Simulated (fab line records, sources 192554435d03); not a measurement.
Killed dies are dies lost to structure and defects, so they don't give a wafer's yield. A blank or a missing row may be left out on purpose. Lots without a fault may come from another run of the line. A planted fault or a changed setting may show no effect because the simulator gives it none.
Chamber matching | flow n5_finfet | N5_BEOL_M6_ILD_DEP_00 on pecvd-03: 3 sister chambers
The step deposits SiCOH lowk from DEMS/porogen, target thk 179.75 nm, time 33.4 s. 6 wafers are shown with their chamber, then 10 later ones without.

WAFERS WITH THEIR CHAMBER
wafer  | chamber | throttle_valve_pct (%) | showerhead_plenum_p_Torr (Torr)
L085.4 | 2       | 13.1                   | 5.751
L085.6 | 1       | 13.0                   | 5.723
L087.2 | 1       | 13.2                   | 5.723
L087.6 | 2       | 13.2                   | 5.744
L086.2 | 0       | 14.6                   | 5.768
L086.4 | 0       | 14.5                   | 5.758

WAFERS WITHOUT THEIR CHAMBER
wafer  | throttle_valve_pct (%) | showerhead_plenum_p_Torr (Torr)
L086.5 | 13.0                   | 5.754
L091.1 | 14.7                   | 5.768
L091.2 | 13.0                   | 5.729
L091.3 | 13.2                   | 5.753
L095.2 | 13.1                   | 5.732
L095.3 | 14.4                   | 5.765
L095.5 | 13.1                   | 5.712
L097.4 | 13.3                   | 5.748
L097.5 | 14.5                   | 5.759
L097.6 | 12.8                   | 5.720

WHICH CHAMBER EACH WENT THROUGH
wafer  | from the rows above     | in truth
L086.5 | 2                       | 2
L091.1 | 0                       | 0
L091.2 | 1                       | 1
L091.3 | 2                       | 2
L095.2 | can't be placed: 1 or 2 | 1
L095.3 | 0                       | 0
L095.5 | 1                       | 1
L097.4 | 2                       | 2
L097.5 | 0                       | 0
L097.6 | 1                       | 1
Placed correctly: 9 of 10. Can't be placed from these rows: 1 (the true chamber is among the candidates in 1). Placed wrongly: 0.
How it was worked out, from the rows above alone: a wafer's distance from a chamber is the root of the sum, over the readings, of the square of ((its reading less the chamber's mean) divided by the reading's scatter). The wafer belongs to the nearest chamber; if the next one is less than 2 further off, it can't be placed. A chamber's mean is the mean of its shown wafers. The scatter: the root of (the sum of the squares of (reading less its chamber's mean) over the shown wafers, divided by (wafers less chambers)).
